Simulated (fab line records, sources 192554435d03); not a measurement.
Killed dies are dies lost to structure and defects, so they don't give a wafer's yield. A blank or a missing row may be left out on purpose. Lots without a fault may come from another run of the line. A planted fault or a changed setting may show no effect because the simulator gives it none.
Chamber matching | flow n5_finfet | N5_BEOL_M11_DESCUM_16 on rie_diel-01: 4 sister chambers
The step chemistry O2, time 7.9 s. 22 wafers are shown with their chamber, then 11 later ones without.

WAFERS WITH THEIR CHAMBER
wafer  | chamber | drypump_motor_current_A (A) | showerhead_plenum_p_Torr (Torr) | throttle_valve_pct (%)
L075.1 | 0       | 5.9                         | 2.22                            | 20.20
L075.3 | 2       | 6.5                         | 2.06                            | 20.47
L075.6 | 1       | 4.7                         | 2.13                            | 20.34
L076.1 | 0       | 5.8                         | 2.22                            | 20.19
L076.3 | 1       | 4.7                         | 2.13                            | 20.34
L076.4 | 2       | 6.6                         | 2.06                            | 20.48
L079.1 | 2       | 6.6                         | 2.06                            | 20.49
L079.4 | 3       | 6.2                         | 2.01                            | 20.23
L079.6 | 3       | 6.2                         | 2.01                            | 20.24
L078.1 | 3       | 6.2                         | 2.01                            | 20.26
L078.4 | 1       | 4.7                         | 2.13                            | 20.36
L078.5 | 0       | 5.8                         | 2.22                            | 20.19
L083.4 | 2       | 6.6                         | 2.05                            | 20.49
L083.5 | 1       | 4.7                         | 2.13                            | 20.38
L083.6 | 0       | 5.9                         | 2.21                            | 20.21
L084.2 | 3       | 6.2                         | 2.00                            | 20.26
L084.4 | 2       | 6.5                         | 2.05                            | 20.49
L084.5 | 3       | 6.2                         | 2.00                            | 20.24
L088.1 | 1       | 4.7                         | 2.12                            | 20.39
L088.4 | 3       | 6.2                         | 2.00                            | 20.24
L088.6 | 3       | 6.2                         | 2.00                            | 20.26
L087.1 | 3       | 6.2                         | 2.00                            | 20.25

SIGNATURES (means of the wafers above)
reading                  | chamber 0 | chamber 1 | chamber 2 | chamber 3 | scatter within a chamber
drypump_motor_current_A  | 5.850     | 4.700     | 6.560     | 6.200     | 0.035
showerhead_plenum_p_Torr | 2.2175    | 2.1280    | 2.0560    | 2.0038    | 0.00507
throttle_valve_pct       | 20.1975   | 20.3620   | 20.4840   | 20.2475   | 0.0142
Rule: a wafer's distance from a chamber is the root of the sum, over the readings, of the square of ((its reading less the chamber's mean) divided by the reading's scatter). The wafer belongs to the nearest chamber; if the next one is less than 2 further off, it can't be placed. The scatter: the root of (the sum of the squares of (reading less its chamber's mean) over the shown wafers, divided by (wafers less chambers)).

WAFERS WITHOUT THEIR CHAMBER
wafer  | drypump_motor_current_A (A) | showerhead_plenum_p_Torr (Torr) | throttle_valve_pct (%)
L087.2 | 5.8                         | 2.21                            | 20.22
L087.6 | 5.8                         | 2.21                            | 20.25
L091.2 | 6.6                         | 2.05                            | 20.53
L091.4 | 6.2                         | 2.00                            | 20.28
L091.6 | 6.2                         | 2.00                            | 20.27
L094.1 | 5.9                         | 2.21                            | 20.23
L094.3 | 6.2                         | 2.00                            | 20.28
L094.4 | 6.6                         | 2.05                            | 20.53
L097.2 | 6.6                         | 2.05                            | 20.55
L097.3 | 4.7                         | 2.12                            | 20.40
L097.4 | 5.9                         | 2.20                            | 20.24

WHICH CHAMBER EACH WENT THROUGH
wafer  | from the rows above | in truth
L087.2 | 0                   | 0
L087.6 | 0                   | 0
L091.2 | 2                   | 2
L091.4 | 3                   | 3
L091.6 | 3                   | 3
L094.1 | 0                   | 0
L094.3 | 3                   | 3
L094.4 | 2                   | 2
L097.2 | 2                   | 2
L097.3 | 1                   | 1
L097.4 | 0                   | 0
Placed correctly: 11 of 11. Can't be placed from these rows: 0. Placed wrongly: 0.
